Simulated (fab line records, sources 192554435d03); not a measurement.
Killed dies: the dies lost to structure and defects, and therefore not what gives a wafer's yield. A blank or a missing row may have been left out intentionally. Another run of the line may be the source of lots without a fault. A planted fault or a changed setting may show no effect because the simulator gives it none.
Matching of chambers | flow n5-finfet | ald-sin-04 running N5_STI_FIN_REVEAL_ALD_14: 4 sister chambers
The step deposits Si3N4, target thk 3 nm. 4 wafers are shown with their chamber, then 12 later ones without.

EACH WAFER AND ITS CHAMBER
wafer  | chamber | heater-power-w (W)
L084.6 | 3       | 905
L087.2 | 2       | 860
L087.3 | 0       | 672
L087.4 | 1       | 888

WAFERS MISSING THEIR CHAMBER
wafer  | heater-power-w (W)
L089.2 | 932
L089.3 | 876
L089.6 | 851
L091.2 | 893
L091.4 | 675
L091.5 | 944
L094.1 | 969
L094.2 | 911
L094.5 | 908
L095.2 | 661
L095.3 | 918
L095.5 | 916

WHICH CHAMBER EACH ONE RAN IN
wafer  | from the rows above          | in truth
L089.2 | can't be placed: 3 or 1 or 2 | 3
L089.3 | can't be placed: 1 or 2 or 3 | 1
L089.6 | can't be placed: 2 or 1 or 3 | 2
L091.2 | can't be placed: 1 or 3 or 2 | 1
L091.4 | 0                            | 0
L091.5 | can't be placed: 3 or 1 or 2 | 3
L094.1 | can't be placed: 3 or 1 or 2 | 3
L094.2 | can't be placed: 3 or 1 or 2 | 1
L094.5 | can't be placed: 3 or 1 or 2 | 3
L095.2 | 0                            | 0
L095.3 | can't be placed: 3 or 1 or 2 | 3
L095.5 | can't be placed: 3 or 1 or 2 | 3
Correctly placed: 2 of 12. From these rows, 10 cannot be placed; in 10 the true chamber is one of the candidates. Wrongly placed: 0.
How it was worked out, from the rows above alone: a wafer's distance from a chamber is the root of the sum, over the readings, of the square of ((its reading less the chamber's mean) divided by the reading's scatter). If the next closest chamber is less than 2 further off than the closest, the wafer can't be placed; otherwise it belongs to the closest. Each chamber's mean is taken over the wafers shown for it. The scatter: root of mean squared gap, hidden wafer to nearest shown wafer, with one shown wafer a chamber.
